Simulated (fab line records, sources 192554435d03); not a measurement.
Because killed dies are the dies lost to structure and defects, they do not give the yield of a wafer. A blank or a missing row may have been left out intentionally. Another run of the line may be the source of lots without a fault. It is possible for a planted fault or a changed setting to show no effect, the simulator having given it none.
Lot-split experiment / flow n5 finfet / 39 wafers read from 7 lots, route of 1938 steps

SPLIT DETAILS
At N5_DUMMY_GATE_ETCH_37 (etches SOC in N2/H2, target depth 60 nm, overetch 30 nm), the setting source w was moved away from the recipe's 840 W on 9 of the 39 wafers read, by -10.0% to +14.1%. This setting was run at the recipe's value on the other wafers.

The split's own step is where the reading is taken.

THE READING
rf vpp V, in V, at N5_DUMMY_GATE_ETCH_37 (etches SOC in N2/H2, target depth 60 nm, overetch 30 nm). On this fab line, fault-free wafers typically give 525 V with a standard deviation of 3.2 V.

wafer=L074.1; tool, chamber at the split=rie diel-02, 0; source w as run, W=840; against the recipe=recipe; rf vpp V, V=524; against lot-mates on the recipe=-
wafer=L074.2; tool, chamber at the split=rie diel-02, 2; source w as run, W=840; against the recipe=recipe; rf vpp V, V=519; against lot-mates on the recipe=-
wafer=L074.3; tool, chamber at the split=rie diel-02, 1; source w as run, W=840; against the recipe=recipe; rf vpp V, V=521; against lot-mates on the recipe=-
wafer=L074.4; tool, chamber at the split=rie diel-02, 3; source w as run, W=840; against the recipe=recipe; rf vpp V, V=528; against lot-mates on the recipe=-
wafer=L074.5; tool, chamber at the split=rie diel-02, 3; source w as run, W=840; against the recipe=recipe; rf vpp V, V=529; against lot-mates on the recipe=-
wafer=L074.6; tool, chamber at the split=rie diel-02, 2; source w as run, W=840; against the recipe=recipe; rf vpp V, V=518; against lot-mates on the recipe=-
wafer=L082.1; tool, chamber at the split=rie diel-01, 3; source w as run, W=840; against the recipe=recipe; rf vpp V, V=525; against lot-mates on the recipe=-
wafer=L082.2; tool, chamber at the split=rie diel-01, 1; source w as run, W=840; against the recipe=recipe; rf vpp V, V=528; against lot-mates on the recipe=-
wafer=L082.3; tool, chamber at the split=rie diel-01, 0; source w as run, W=840; against the recipe=recipe; rf vpp V, V=527; against lot-mates on the recipe=-
wafer=L082.4; tool, chamber at the split=rie diel-01, 2; source w as run, W=840; against the recipe=recipe; rf vpp V, V=520; against lot-mates on the recipe=-
wafer=L082.5; tool, chamber at the split=rie diel-01, 2; source w as run, W=840; against the recipe=recipe; rf vpp V, V=520; against lot-mates on the recipe=-
wafer=L082.6; tool, chamber at the split=rie diel-01, 1; source w as run, W=840; against the recipe=recipe; rf vpp V, V=528; against lot-mates on the recipe=-
wafer=L083.1; tool, chamber at the split=rie diel-02, 3; source w as run, W=840; against the recipe=recipe; rf vpp V, V=527; against lot-mates on the recipe=-
wafer=L083.3; tool, chamber at the split=rie diel-02, 1; source w as run, W=840; against the recipe=recipe; rf vpp V, V=519; against lot-mates on the recipe=-
wafer=L083.6; tool, chamber at the split=rie diel-02, 3; source w as run, W=840; against the recipe=recipe; rf vpp V, V=528; against lot-mates on the recipe=-
wafer=L085.1; tool, chamber at the split=rie diel-02, 2; source w as run, W=921.2; against the recipe=+9.7%; rf vpp V, V=503; against lot-mates on the recipe=-18
wafer=L085.2; tool, chamber at the split=rie diel-02, 0; source w as run, W=840; against the recipe=recipe; rf vpp V, V=523; against lot-mates on the recipe=-
wafer=L085.3; tool, chamber at the split=rie diel-02, 3; source w as run, W=921.2; against the recipe=+9.7%; rf vpp V, V=512; against lot-mates on the recipe=-9
wafer=L085.4; tool, chamber at the split=rie diel-02, 1; source w as run, W=921.2; against the recipe=+9.7%; rf vpp V, V=505; against lot-mates on the recipe=-16
wafer=L085.5; tool, chamber at the split=rie diel-02, 2; source w as run, W=840; against the recipe=recipe; rf vpp V, V=519; against lot-mates on the recipe=-
wafer=L085.6; tool, chamber at the split=rie diel-02, 1; source w as run, W=840; against the recipe=recipe; rf vpp V, V=520; against lot-mates on the recipe=-
wafer=L087.1; tool, chamber at the split=rie diel-03, 2; source w as run, W=840; against the recipe=recipe; rf vpp V, V=527; against lot-mates on the recipe=-
wafer=L087.2; tool, chamber at the split=rie diel-03, 3; source w as run, W=958.2; against the recipe=+14.1%; rf vpp V, V=505; against lot-mates on the recipe=-20
wafer=L087.3; tool, chamber at the split=rie diel-03, 0; source w as run, W=840; against the recipe=recipe; rf vpp V, V=523; against lot-mates on the recipe=-
wafer=L087.4; tool, chamber at the split=rie diel-03, 1; source w as run, W=840; against the recipe=recipe; rf vpp V, V=524; against lot-mates on the recipe=-
wafer=L087.5; tool, chamber at the split=rie diel-03, 1; source w as run, W=958.2; against the recipe=+14.1%; rf vpp V, V=502; against lot-mates on the recipe=-23
wafer=L087.6; tool, chamber at the split=rie diel-03, 0; source w as run, W=958.2; against the recipe=+14.1%; rf vpp V, V=501; against lot-mates on the recipe=-24
wafer=L095.1; tool, chamber at the split=rie diel-02, 2; source w as run, W=840; against the recipe=recipe; rf vpp V, V=518; against lot-mates on the recipe=-
wafer=L095.2; tool, chamber at the split=rie diel-02, 1; source w as run, W=840; against the recipe=recipe; rf vpp V, V=520; against lot-mates on the recipe=-
wafer=L095.3; tool, chamber at the split=rie diel-02, 0; source w as run, W=840; against the recipe=recipe; rf vpp V, V=523; against lot-mates on the recipe=-
wafer=L095.4; tool, chamber at the split=rie diel-02, 3; source w as run, W=840; against the recipe=recipe; rf vpp V, V=529; against lot-mates on the recipe=-
wafer=L095.5; tool, chamber at the split=rie diel-02, 1; source w as run, W=840; against the recipe=recipe; rf vpp V, V=520; against lot-mates on the recipe=-
wafer=L095.6; tool, chamber at the split=rie diel-02, 0; source w as run, W=840; against the recipe=recipe; rf vpp V, V=524; against lot-mates on the recipe=-
wafer=L096.1; tool, chamber at the split=rie diel-03, 0; source w as run, W=756.3; against the recipe=-10.0%; rf vpp V, V=541; against lot-mates on the recipe=+15
wafer=L096.2; tool, chamber at the split=rie diel-03, 3; source w as run, W=840; against the recipe=recipe; rf vpp V, V=527; against lot-mates on the recipe=-
wafer=L096.3; tool, chamber at the split=rie diel-03, 1; source w as run, W=756.3; against the recipe=-10.0%; rf vpp V, V=542; against lot-mates on the recipe=+16
wafer=L096.4; tool, chamber at the split=rie diel-03, 2; source w as run, W=840; against the recipe=recipe; rf vpp V, V=529; against lot-mates on the recipe=-
wafer=L096.5; tool, chamber at the split=rie diel-03, 0; source w as run, W=756.3; against the recipe=-10.0%; rf vpp V, V=542; against lot-mates on the recipe=+16
wafer=L096.6; tool, chamber at the split=rie diel-03, 1; source w as run, W=840; against the recipe=recipe; rf vpp V, V=523; against lot-mates on the recipe=-

THE FIT
A straight line over all 39 wafers: rf vpp V changes by -1.64 V for each +1% of source w; r = -0.93; the points scatter about the line by 3.6 V.
The same after taking each lot's own level away (the mean of its wafers on the recipe; 39 wafers): -1.53 V for each +1%; r = -0.93; scatter 3.3 V.
According to that fit, moving source w by its largest amount changes the reading by 22 V.
Measured against the standard deviation above, the lots' own levels, which go from 520.7 to 526.3 V, span 1.8 times it.
So the lot-to-lot level changes the slope little: the two slopes agree.
Check: with one of the wafers moved furthest among these (+14.1%) left out of the fit, the line predicts -21.9 V for it against its lot-mates. Against them it came out at -19.7 V.
Tool readings at the split's step, against how far the setting was moved: rf vpp V r = -0.93.

ADDITIONAL SPLITS CARRIED BY THESE WAFERS
These wafers also went through other splits before the reading. Each is held against what the fit with the lots' levels taken away leaves over:
other split on the same wafers=N5_FIN_SAQP_HM_DEP_72 time s; wafers away from the commonest value=12; r with rf vpp V (lot level and that fit taken away)=+0.18

FILE'S OWN FIT
rf vpp V changes by -1.54 V for each +1% of source w, r = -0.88.
